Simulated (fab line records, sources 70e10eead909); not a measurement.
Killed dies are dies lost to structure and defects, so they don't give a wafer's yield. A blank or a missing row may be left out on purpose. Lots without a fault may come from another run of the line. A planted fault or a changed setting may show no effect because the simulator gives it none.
Chamber matching | flow nand_harc | NHARC_A_BLC_STRIP_21 on rie_diel-09: 4 sister chambers
The step strips in O2. 8 wafers are shown with their chamber, then 10 later ones without.

WAFERS WITH THEIR CHAMBER
wafer  | chamber | showerhead_plenum_p_Torr (Torr) | throttle_valve_pct (%)
L310.6 | 2       | 3.73                            | 17.032
L309.5 | 1       | 3.50                            | 17.041
L311.2 | 1       | 3.50                            | 17.024
L315.3 | 2       | 3.72                            | 17.033
L315.6 | 3       | 3.34                            | 17.020
L318.1 | 3       | 3.34                            | 17.037
L323.1 | 0       | 3.62                            | 17.042
L323.5 | 0       | 3.62                            | 17.063

WAFERS WITHOUT THEIR CHAMBER
wafer  | showerhead_plenum_p_Torr (Torr) | throttle_valve_pct (%)
L323.6 | 3.34                            | 17.019
L317.2 | 3.72                            | 17.036
L317.4 | 3.62                            | 17.038
L317.6 | 3.34                            | 17.036
L326.1 | 3.34                            | 17.038
L326.2 | 3.72                            | 17.029
L326.6 | 3.49                            | 17.045
L327.1 | 3.34                            | 17.027
L327.2 | 3.49                            | 17.038
L327.3 | 3.61                            | 17.032

WHICH CHAMBER EACH WENT THROUGH
wafer  | from the rows above | in truth
L323.6 | 3                   | 3
L317.2 | 2                   | 2
L317.4 | 0                   | 0
L317.6 | 3                   | 3
L326.1 | 3                   | 3
L326.2 | 2                   | 2
L326.6 | 1                   | 1
L327.1 | 3                   | 3
L327.2 | 1                   | 1
L327.3 | 0                   | 0
Placed correctly: 10 of 10. Can't be placed from these rows: 0. Placed wrongly: 0.
How it was worked out, from the rows above alone: a wafer's distance from a chamber is the root of the sum, over the readings, of the square of ((its reading less the chamber's mean) divided by the reading's scatter). The wafer belongs to the nearest chamber; if the next one is less than 2 further off, it can't be placed. A chamber's mean is the mean of its shown wafers. The scatter: the root of (the sum of the squares of (reading less its chamber's mean) over the shown wafers, divided by (wafers less chambers)).
